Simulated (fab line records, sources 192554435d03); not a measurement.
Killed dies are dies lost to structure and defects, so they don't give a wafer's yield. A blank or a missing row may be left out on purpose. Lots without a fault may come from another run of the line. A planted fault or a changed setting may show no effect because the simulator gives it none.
One fault seen from 2 desks | flow n5_finfet | each desk has only its own numbers; what lay behind them comes last

THE TOOL OWNER'S DESK: pecvd-04
The tool's own readings at N5_BEOL_M13_ILD_DEP_00 (deposits SiOC from DEMS/O2, target thk 837.92 nm, time 166.4 s): means of the sampled wafers that have a number, for each lot that ran on this tool. A lot is out of limits, marked OUT, if its mean lies more than 4 standard deviations from the usual mean; the brackets give that distance.
Columns: A = heater_power_w at N5_BEOL_M13_ILD_DEP_00, usual 460 W; B = showerhead_plenum_p_Torr at N5_BEOL_M13_ILD_DEP_00, usual 5.695 Torr; C = susceptor_temp_C at N5_BEOL_M13_ILD_DEP_00, usual 350.01 C; D = throttle_valve_pct at N5_BEOL_M13_ILD_DEP_00, usual 11.7 %
lot  | first seen here | A   | B     | C                | D
L562 | day 12 17:56    | 436 | 5.692 | 350.09           | 11.7
L565 | day 13 09:24    | 402 | 5.696 | 347.24 (-13) OUT | 11.5
L567 | day 13 17:01    | 478 | 5.693 | 347.39 (-12) OUT | 11.2
This desk's finding: out of limits on L565, L567; first on L565, day 13 09:24 (susceptor_temp_C at N5_BEOL_M13_ILD_DEP_00). In limits: L562.

THE METROLOGY DESK
What the gauges read, lot by lot, whatever tool the lot ran on: means of the sampled wafers that have a number. A lot is out of limits, marked OUT, if its mean lies more than 4 standard deviations from the usual mean; the brackets give that distance.
Columns: A = cd_nm at N5_BEOL_M12_CD_MEAS_17, usual 140.8 nm
lot  | first seen here | A
L555 | day 10 11:27    | 139.7
L558 | day 11 00:04    | 139.2
L562 | day 12 15:10    | 141.5
L565 | day 13 06:04    | 138.6
L567 | day 13 13:47    | 137.6
L569 | day 13 22:47    | 141.7
L570 | day 14 10:02    | 140.2
L572 | day 14 23:06    | 139.7
L571 | day 15 02:15    | 142.9
L573 | day 15 09:44    | 140.1
L575 | day 16 06:58    | 140.1
This desk's finding: nothing out of limits on any of the 11 lots.

PUT TOGETHER
The tool owner's desk could have raised an alarm at day 13 09:24, on L565, L567.
The metrology desk saw nothing out of limits.
The metrology desk has L565, L567 on record, within its limits.
Of the lots named, all ran N5_BEOL_M13_ILD_DEP_00 on pecvd-04.

WHAT THE SIMULATOR HAD PUT IN
Process parameter drift: pecvd-04, from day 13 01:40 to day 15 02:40, at N5_BEOL_M13_ILD_DEP_00. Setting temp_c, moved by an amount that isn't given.
Lots struck among those shown: L565, L567.
Hours from the fault's start to each desk's first reading out of limits: the tool owner's desk, 8.
